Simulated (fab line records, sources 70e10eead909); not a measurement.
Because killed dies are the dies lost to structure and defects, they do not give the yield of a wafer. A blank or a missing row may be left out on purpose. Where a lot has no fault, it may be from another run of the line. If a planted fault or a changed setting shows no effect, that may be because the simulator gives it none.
fab line records ; flow nand_harc
record lots=12; wafers=36; last_day=25
route steps=1159 shown P_STI@100 P_GATE@125 END@1159
lots that met no fault: taken from a fault-free run of the same line
start_h: start of the lot's first displayed wafer, in hours after the record's first day ; wait_h: hours since the lot's step before ; " the same as in the row above ; L1.1+2: several wafers, shown together as one row ; - no value, or no start was given ; * or withheld: withheld ; < > ~ a bound
route shown NAME@n: a module of which the file shows steps, and the number in the route of the first ; usual: mean/standard deviation of fault-free wafers ; same: alike in all rows ; chamber/n: place in a boat ; sites: each site's reading ; _std_site: the values' standard deviation ; _edge_site: the outer-site mean with the inner-site mean subtracted ; radius_mm: for every site, how far away it sits from the centre of the wafer ; mask NAME#n: copy n ; behind: the most recent tool/chamber to have shaped the wafer ; hold: why the lot was held/for how many hours/how that ended ; device: the transistor (n, p or np) that didn't switch ; end of line: at the end of the route, the tests of the same wafers ; a step with no rows: only its recipe ; killed: at the first sort, the dies lost to defects and structure; wafer yield is something else ; map: a wafer's dies, marking killed ones x, the rest . and places with no die _
set.NAME: the setting that was run; set.NAME@STEP: the one run at that earlier step ; model.NAME: the simulator's own value behind a step, which no gauge read
one table for each step of the route and one row for each wafer, over a sample of lots
services: the hour from which a tool's chamber was out of use, counted from the record's first day as start_h (under 0 if before that day), plus the number of hours and why
## steps
# step NHARC_P_STI_CMP_21
# recipe t_overpolish_s=20; target_thk_nm=380.67
# usual motor_current_A=11.2/1.1; overpolish_run_s=19.999/0.0085
lot.wafer;tool;chamber;start_h;wait_h;motor_current_A;overpolish_run_s
L698.4;cmp-02;0;56.33;0.4;10.6;19.990
L698.2;cmp-02;1;56.33;0.4;11.3;19.997
L698.5;cmp-02;0;56.33;0.4;10.5;19.995
L699.4;cmp-01;0;56.33;0.4;13.6;19.998
L699.2;cmp-01;2;56.33;0.4;14.2;19.991
L699.5;cmp-01;0;56.33;0.4;13.5;20.004
L702.3;cmp-02;2;80.13;0.4;9.9;19.998
L702.1;cmp-02;0;80.13;0.4;10.1;20.003
L702.5;cmp-02;1;80.13;0.4;10.9;20.001
L703.4;cmp-02;1;86.65;0.4;11.1;19.997
L703.6;cmp-02;0;86.65;0.4;10.6;20.000
L703.5;cmp-02;1;86.65;0.4;10.7;19.994
L704.3;cmp-02;2;93.90;0.4;10.2;19.988
L704.4;cmp-02;0;93.90;0.4;10.5;20.015
L704.5;cmp-02;2;93.90;0.4;10.4;20.009
L707.3;cmp-01;2;102.32;0.4;15.2;20.012
L707.2;cmp-01;0;102.32;0.4;13.9;20.001
L707.1;cmp-01;1;102.32;0.4;10.2;19.996
L705.3;cmp-03;3;102.32;0.4;10.2;19.983
L705.2;cmp-03;0;102.32;0.4;12.6;20.023
L705.5;cmp-03;3;102.32;0.4;10.0;20.008
L712.4;cmp-03;0;136.96;0.4;12.1;19.995
L712.2;cmp-03;1;136.96;0.4;11.4;19.987
L712.1;cmp-03;2;136.96;0.4;10.9;20.007
L718.4;cmp-02;2;175.43;0.4;10.9;20.012
L718.2;cmp-02;3;175.43;0.4;10.9;19.997
L718.3;cmp-02;0;175.43;0.4;10.8;19.985
L719.4;cmp-03;3;182.08;0.4;10.4;20.005
L719.2;cmp-03;0;182.08;0.4;12.7;20.004
L719.5;cmp-03;2;182.08;0.4;11.3;20.002
L720.4;cmp-02;2;188.99;0.4;10.5;20.007
L720.1;cmp-02;3;188.99;0.4;11.1;19.992
L720.3;cmp-02;1;188.99;0.4;11.2;19.995
L721.4;cmp-03;0;197.22;0.4;12.6;20.000
L721.3;cmp-03;1;197.22;0.4;11.3;19.993
L721.6;cmp-03;3;197.22;0.4;10.4;19.997
# step NHARC_P_GATE_ETCH_14
# recipe target_depth_a=488; chemistry=dHF; material=SiO2
lot.wafer;tool;chamber;start_h;wait_h
L698.5+4+2;wet_bench-09;7,1,2;73.41;0.1
L699.5+4+2;wet_bench-07;0,2,4;73.57;0.1
L702.1+3+5;wet_bench-05;3,5,6;98.56;0.1
L703.6+5+4;wet_bench-07;1,3,4;106.97;0.1
L704.4+3+5;wet_bench-05;2,3,7;112.64;0.1
L705.5+3+2;wet_bench-05;7,2,3;119.06;0.1
L707.2+3+1;wet_bench-07;3,4,0;119.38;0.1
L712.2+1+4;wet_bench-05;5,6,7;154.11;0.2
L718.3+2+4;wet_bench-09;6,7,0;194.36;0.1
L719.4+5+2;wet_bench-09;4,7,0;202.14;0.1
L720.4+3+1;wet_bench-09;2,3,7;206.36;0.1
L721.6+3+4;wet_bench-09;0,2,3;221.38;0.1
# step NHARC_P_GATE_DEP_103
# recipe target_thk_a=300; target_thk_nm=30; temp_c=400; flow_sccm=200; rf_w=350; material=SiON
# usual heater_power_w=822/130
lot.wafer;tool;chamber;start_h;wait_h;heater_power_w;since_wet_clean_h
L698.2;pecvd-01;1;87.80;0.6;706;19
L698.4;pecvd-01;1;87.80;0.6;699;-
L698.5;pecvd-01;2;87.80;0.6;826;-
L699.2;pecvd-02;2;87.94;0.6;658;103
L699.4;pecvd-02;1;87.94;0.6;722;-
L699.5;pecvd-02;2;87.94;0.6;660;-
L702.3;pecvd-01;2;111.76;0.3;844;43
L702.1;pecvd-01;0;111.76;0.3;1053;43
L702.5;pecvd-01;0;111.76;0.3;1042;-
L703.6;pecvd-01;1;122.50;0.5;675;-
L703.4;pecvd-01;2;122.50;0.5;784;-
L703.5;pecvd-01;0;122.50;0.5;983;-
L704.3;pecvd-01;0;128.07;0.4;980;59
L704.5;pecvd-01;1;128.07;0.4;688;-
L704.4;pecvd-01;0;128.07;0.4;973;-
L707.3;pecvd-02;0;132.94;0.4;880;148
L707.1;pecvd-02;1;132.94;0.4;742;148
L707.2;pecvd-02;2;132.94;0.4;755;148
L705.2;pecvd-01;0;133.59;0.5;1063;64
L705.3;pecvd-01;1;133.59;0.5;680;64
L705.5;pecvd-01;1;133.59;0.5;685;-
L712.2;pecvd-02;2;167.50;0.5;726;1
L712.1;pecvd-02;0;167.50;0.5;998;1
L712.4;pecvd-02;1;167.50;0.5;794;-
L718.3;pecvd-04;2;209.16;0.3;855;1
L718.2;pecvd-04;0;209.16;0.3;878;1
L718.4;pecvd-04;2;209.16;0.3;861;-
L719.2;pecvd-04;1;216.32;0.5;898;8
L719.5;pecvd-04;2;216.32;0.5;834;-
L719.4;pecvd-04;1;216.32;0.5;890;-
L720.1;pecvd-04;1;219.10;0.6;915;11
L720.3;pecvd-04;2;219.10;0.6;737;11
L720.4;pecvd-04;0;219.10;0.6;828;-
L721.3;pecvd-02;1;237.69;0.5;803;72
L721.6;pecvd-02;0;237.69;0.5;971;-
L721.4;pecvd-02;1;237.69;0.5;834;-
# step NHARC_P_GATE_INSPECT_28
# usual raw_defect_count=6/3.1
lot.wafer;tool;chamber;start_h;wait_h;raw_defect_count
L698.2;defect_inspect-02;-;88.48;0.0;10
L698.4;defect_inspect-02;-;88.48;0.0;11
L698.5;defect_inspect-02;-;88.48;0.0;4
L699.2;defect_inspect-02;-;88.68;0.0;6
L699.4;defect_inspect-02;-;88.68;0.0;1
L699.5;defect_inspect-02;-;88.68;0.0;9
L702.1;defect_inspect-02;-;112.44;0.0;7
L702.3;defect_inspect-02;-;112.44;0.0;2
L702.5;defect_inspect-02;-;112.44;0.0;4
L703.4;defect_inspect-01;-;123.23;0.0;4
L703.5;defect_inspect-01;-;123.23;0.0;13
L703.6;defect_inspect-01;-;123.23;0.0;7
L704.3;defect_inspect-02;-;128.69;0.0;5
L704.4;defect_inspect-02;-;128.69;0.0;4
L704.5;defect_inspect-02;-;128.69;0.0;3
L707.1;defect_inspect-02;-;133.62;0.0;5
L707.2;defect_inspect-02;-;133.62;0.0;6
L707.3;defect_inspect-02;-;133.62;0.0;12
L705.2;defect_inspect-02;-;134.37;0.0;636
L705.3;defect_inspect-02;-;134.37;0.0;598
L705.5;defect_inspect-02;-;134.37;0.0;623
L712.1;defect_inspect-02;-;168.33;0.0;631
L712.2;defect_inspect-02;-;168.33;0.0;593
L712.4;defect_inspect-02;-;168.33;0.0;575
L718.2;defect_inspect-02;-;209.96;0.0;3
L718.3;defect_inspect-02;-;209.96;0.0;6
L718.4;defect_inspect-02;-;209.96;0.0;11
L719.2;defect_inspect-02;-;217.07;0.0;5
L719.4;defect_inspect-02;-;217.07;0.0;5
L719.5;defect_inspect-02;-;217.07;0.0;4
L720.1;defect_inspect-01;-;219.88;0.0;6
L720.3;defect_inspect-01;-;219.88;0.0;9
L720.4;defect_inspect-01;-;219.88;0.0;2
L721.3;defect_inspect-02;-;238.34;0.0;1
L721.4;defect_inspect-02;-;238.34;0.0;7
L721.6;defect_inspect-02;-;238.34;0.0;11
# step NHARC_P_GATE_DESCUM_31
# recipe time_s=3; o2_flow_sccm=200; ar_flow_sccm=0; bias_power_w=0; chemistry=O2
# usual chamber_pressure_mTorr=59.99/0.056; drypump_motor_current_A=5.6/0.37; oes_product_au=1.000/0.016; rf_vpp_V=57.6/0.86; showerhead_plenum_p_Torr=1.90/0.085; throttle_valve_pct=11.311/0.0091
lot.wafer;tool;chamber;start_h;wait_h;chamber_pressure_mTorr;drypump_motor_current_A;oes_product_au;rf_hours_counter_h;rf_vpp_V;showerhead_plenum_p_Torr;throttle_valve_pct
L698.4;rie_diel-12;2;88.54;0.1;60.01;5.8;0.996;10;57.2;1.88;11.316
L698.2;rie_diel-12;0;88.54;0.1;60.04;5.3;0.983;10;58.1;1.99;11.312
L698.5;rie_diel-12;3;88.54;0.1;60.11;6.0;0.981;-;57.9;1.97;11.308
L699.4;rie_diel-10;3;88.74;0.1;59.93;6.0;0.996;28;56.3;1.99;11.297
L699.2;rie_diel-10;1;88.74;0.1;60.02;6.3;0.993;27;57.7;1.78;11.315
L699.5;rie_diel-10;3;88.74;0.1;60.02;6.0;1.006;-;58.1;1.99;11.298
L702.1;rie_diel-12;2;112.51;0.1;59.94;5.7;0.999;16;57.3;1.87;11.311
L702.3;rie_diel-12;0;112.51;0.1;60.01;5.3;0.993;15;56.8;1.99;11.292
L702.5;rie_diel-12;0;112.51;0.1;59.99;5.3;1.005;-;57.7;1.99;11.302
L703.4;rie_diel-12;1;123.30;0.1;59.92;5.5;0.976;17;56.7;1.83;11.307
L703.5;rie_diel-12;3;123.30;0.1;60.02;5.9;1.002;-;57.8;1.96;11.303
L703.6;rie_diel-12;0;123.30;0.1;59.98;5.3;1.005;-;56.0;1.99;11.323
L704.3;rie_diel-12;3;128.76;0.1;60.12;6.0;1.005;16;60.1;1.96;11.316
L704.4;rie_diel-12;0;128.76;0.1;60.01;5.3;1.006;17;57.9;1.99;11.303
L704.5;rie_diel-12;2;128.76;0.1;59.98;5.7;0.991;-;56.4;1.87;11.304
L707.2;rie_diel-12;2;133.73;0.1;59.95;5.7;0.988;19;58.1;1.87;11.328
L707.1;rie_diel-12;3;133.73;0.1;60.00;6.0;0.992;18;58.0;1.96;11.306
L707.3;rie_diel-12;0;133.73;0.1;59.98;5.3;1.004;18;57.1;1.99;11.309
L705.3;rie_diel-13;1;134.43;0.1;60.00;5.6;0.980;9;57.6;1.88;11.301
L705.2;rie_diel-13;3;134.43;0.1;60.07;4.9;0.998;8;56.5;1.82;11.296
L705.5;rie_diel-13;2;134.43;0.1;60.08;5.4;1.016;-;56.9;2.02;11.320
L712.2;rie_diel-12;0;168.39;0.1;60.06;5.3;1.004;24;58.3;1.99;11.309
L712.1;rie_diel-12;1;168.39;0.1;60.00;5.5;0.977;24;57.2;1.83;11.305
L712.4;rie_diel-12;2;168.39;0.1;60.01;5.7;0.996;25;59.3;1.87;11.324
L718.3;rie_diel-13;2;210.76;0.8;59.95;5.4;1.024;42;58.0;2.01;11.310
L718.4;rie_diel-13;0;210.76;0.8;60.08;5.2;1.045;44;58.4;1.77;11.313
L718.2;rie_diel-13;1;210.76;0.8;59.90;5.6;0.989;45;57.6;1.87;11.313
L719.2;rie_diel-10;2;217.16;0.1;59.98;5.6;0.990;14;57.9;1.86;11.310
L719.5;rie_diel-10;3;217.16;0.1;59.92;6.0;0.999;-;58.2;1.97;11.308
L719.4;rie_diel-10;2;217.16;0.1;59.95;5.6;1.009;-;57.3;1.86;11.316
L720.1;rie_diel-10;2;219.94;0.1;60.00;5.6;0.998;15;58.5;1.86;11.312
L720.3;rie_diel-10;1;219.94;0.1;60.05;6.3;1.003;18;57.2;1.77;11.312
L720.4;rie_diel-10;3;219.94;0.1;59.97;6.0;1.012;-;58.9;1.97;11.304
L721.3;rie_diel-13;3;238.44;0.1;60.10;5.0;1.000;49;57.3;1.81;11.313
L721.4;rie_diel-13;0;238.44;0.1;60.01;5.3;1.036;56;57.7;1.77;11.318
L721.6;rie_diel-13;2;238.44;0.1;59.96;5.4;1.008;-;58.2;2.01;11.303
# step NHARC_P_GATE_INSPECT_68
# usual raw_defect_count=207/81
lot.wafer;tool;chamber;start_h;wait_h;raw_defect_count
L698.2;defect_inspect-01;-;107.39;0.1;289
L698.4;defect_inspect-01;-;107.39;0.1;271
L698.5;defect_inspect-01;-;107.39;0.1;207
L699.2;defect_inspect-02;-;108.49;0.1;207
L699.4;defect_inspect-02;-;108.49;0.1;207
L699.5;defect_inspect-02;-;108.49;0.1;375
L702.1;defect_inspect-02;-;131.10;0.2;109
L702.3;defect_inspect-02;-;131.10;0.2;102
L702.5;defect_inspect-02;-;131.10;0.2;117
L703.4;defect_inspect-01;-;141.89;0.1;257
L703.5;defect_inspect-01;-;141.89;0.1;117
L703.6;defect_inspect-01;-;141.89;0.1;118
L704.3;defect_inspect-01;-;147.40;0.1;146
L704.4;defect_inspect-01;-;147.40;0.1;166
L704.5;defect_inspect-01;-;147.40;0.1;233
L707.1;defect_inspect-01;-;152.49;0.2;130
L707.2;defect_inspect-01;-;152.49;0.2;239
L707.3;defect_inspect-01;-;152.49;0.2;126
L705.2;defect_inspect-02;-;153.89;0.1;864
L705.3;defect_inspect-02;-;153.89;0.1;803
L705.5;defect_inspect-02;-;153.89;0.1;951
L712.1;defect_inspect-02;-;187.95;0.2;828
L712.2;defect_inspect-02;-;187.95;0.2;739
L712.4;defect_inspect-02;-;187.95;0.2;685
L718.2;defect_inspect-01;-;230.89;0.1;109
L718.3;defect_inspect-01;-;230.89;0.1;121
L718.4;defect_inspect-01;-;230.89;0.1;149
L719.2;defect_inspect-01;-;235.92;0.1;262
L719.4;defect_inspect-01;-;235.92;0.1;187
L719.5;defect_inspect-01;-;235.92;0.1;280
L720.1;defect_inspect-01;-;238.22;0.2;188
L720.3;defect_inspect-01;-;238.22;0.2;231
L720.4;defect_inspect-01;-;238.22;0.2;168
L721.3;defect_inspect-01;-;256.79;0.1;448
L721.4;defect_inspect-01;-;256.79;0.1;188
L721.6;defect_inspect-01;-;256.79;0.1;275
# step NHARC_END_SORT_01
# recipe temp_c=25
# usual killed_at_array=27/10; killed_at_other=0.6/0.83; killed_at_periphery=2.4/1.8; killed_dies=30/10; killed_open=3.3/1.7; killed_short=1.8/1.4
# same gross_dies=677
lot.wafer;tool;chamber;start_h;wait_h;killed_at_array;killed_at_other;killed_at_periphery;killed_dies;killed_open;killed_short
L705.2;prober-02;0;494.26;2.8;9;2;95;106;2;0
L705.3;prober-02;0;495.06;3.1;8;0;89;97;2;3
L705.5;prober-02;0;496.66;3.7;11;0;43;54;3;1
L712.1;prober-01;0;501.91;6.5;16;2;86;104;5;3
L712.2;prober-01;0;502.70;6.8;12;1;69;82;4;0
L712.4;prober-01;0;504.29;7.3;28;0;39;67;9;0
# killed by level:class
L705.2 P_GATE:unspecified=93 A_CHANNEL_HOLE_D1:chamber_film_flake=4 A_STAIRCASE:chamber_film_flake=2 A_CONTACT:chamber_film_flake=2 THIN_TSV:chamber_film_flake=2 P_GATE:geometric_particle:open=1 A_BLC:geometric_particle:open=1 P_STI:chamber_film_flake=1
L705.3 P_GATE:unspecified=85 A_CONTACT:chamber_film_flake=3 A_ONON_D1:geometric_particle:short=2 P_BONDPAD:chamber_film_flake=2 P_GATE:geometric_particle:open=1 A_M0:geometric_particle:open=1 A_M0:geometric_particle:short=1 P_STI:chamber_film_flake=1
L705.5 P_GATE:unspecified=39 A_CHANNEL_HOLE_D1:chamber_film_flake=3 A_STAIRCASE:chamber_film_flake=3 P_STI:chamber_film_flake=2 A_SLIT:chamber_film_flake=2 P_CONTACT:geometric_particle:short=1 P_M2:geometric_particle:open=1 A_CONTACT:geometric_particle:open=1
L712.1 P_GATE:unspecified=85 A_CONTACT:chamber_film_flake=6 A_CONTACT:geometric_particle:short=2 A_CHANNEL_HOLE_D1:chamber_film_flake=2 THIN_TSV:chamber_film_flake=2 P_M1:geometric_particle:open=1 A_ONON_D1:geometric_particle:short=1 A_ONON_D1:geometric_particle:open=1
L712.2 P_GATE:unspecified=67 A_CHANNEL_HOLE_D1:chamber_film_flake=4 A_CONTACT:chamber_film_flake=3 A_CHANNEL_HOLE_D1:geometric_particle:open=1 A_SGD_CUT:geometric_particle:open=1 A_WL_FILL:geometric_particle:open=1 A_M0:geometric_particle:open=1 P_ZERO_WELL:chamber_film_flake=1
L712.4 P_GATE:unspecified=38 A_CHANNEL_HOLE_D1:chamber_film_flake=10 A_STAIRCASE:chamber_film_flake=6 A_CONTACT:chamber_film_flake=4 A_CONTACT:geometric_particle:open=2 P_M0:geometric_particle:open=1 A_ONON_D1:geometric_particle:open=1 A_CHANNEL_FILL_D1:geometric_particle:open=1
## services
tool;chamber;start_h;hours;kind
cmp-03;-;48.75;0.4;repair
pecvd-01;-;56.16;13.0;pm
cmp-03;-;58.00;4.0;pm
wet_bench-07;-;96.00;8.0;pm
rie_diel-13;-;99.00;9.0;pm
cmp-03;-;109.78;1.0;repair
rie_diel-12;3;111.95;6.8;repair
wet_bench-09;-;112.88;8.0;pm
cmp-03;-;125.88;1.2;repair
cmp-02;-;128.66;4.0;pm
rie_diel-10;2;133.21;3.4;repair
rie_diel-10;1;135.60;11.1;repair
pecvd-02;-;153.19;13.0;pm
cmp-03;-;156.00;4.0;pm
wet_bench-05;-;162.46;0.5;repair
rie_diel-12;3;170.63;10.5;repair
pecvd-04;2;175.16;15.6;repair
wet_bench-05;-;196.80;8.0;pm
rie_diel-12;3;202.17;20.3;repair
rie_diel-12;-;202.40;9.0;pm
cmp-03;-;203.62;3.3;repair
cmp-03;-;213.42;2.3;repair
cmp-02;-;226.66;4.0;pm
pecvd-01;-;237.31;13.0;pm
## key
first_sign step=NHARC_P_GATE_INSPECT_28; reading=raw_defect_count; direction=up; sigmas=99+; usual=6; struck=609
effect step=NHARC_P_GATE_INSPECT_68; reading=raw_defect_count; direction=up; sigmas=7.4; usual=207; struck=812
effect step=NHARC_END_SORT_01; reading=killed_at_periphery; direction=up; sigmas=38; usual=2.4; struck=70.2
more_kills_born_at NHARC_P_GATE_ETCH_14@wet_bench-05=407
met_at NHARC_P_GATE_ETCH_14
struck_lots L705,L712
tester_left_out L705,L712
not_acting_at NHARC_P_STI_CMP_21,NHARC_P_GATE_DEP_103,NHARC_P_GATE_DESCUM_31
onset_between 112.64 119.06
fault kind=chamber_particle_source; tool=wet_bench-05; chamber=-; onset_h=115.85; steps=NHARC_P_GATE_ETCH_14; rate_per_visit_cm2=0.90741; end_h=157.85
# tester_left_out: of these lots the tester's yield and bins aren't shown, on N5 and GAA mostly nor the transistor test; their killed dies are dies lost to structure and defects alone, not to doping, threshold or leakage, so they don't give the yield
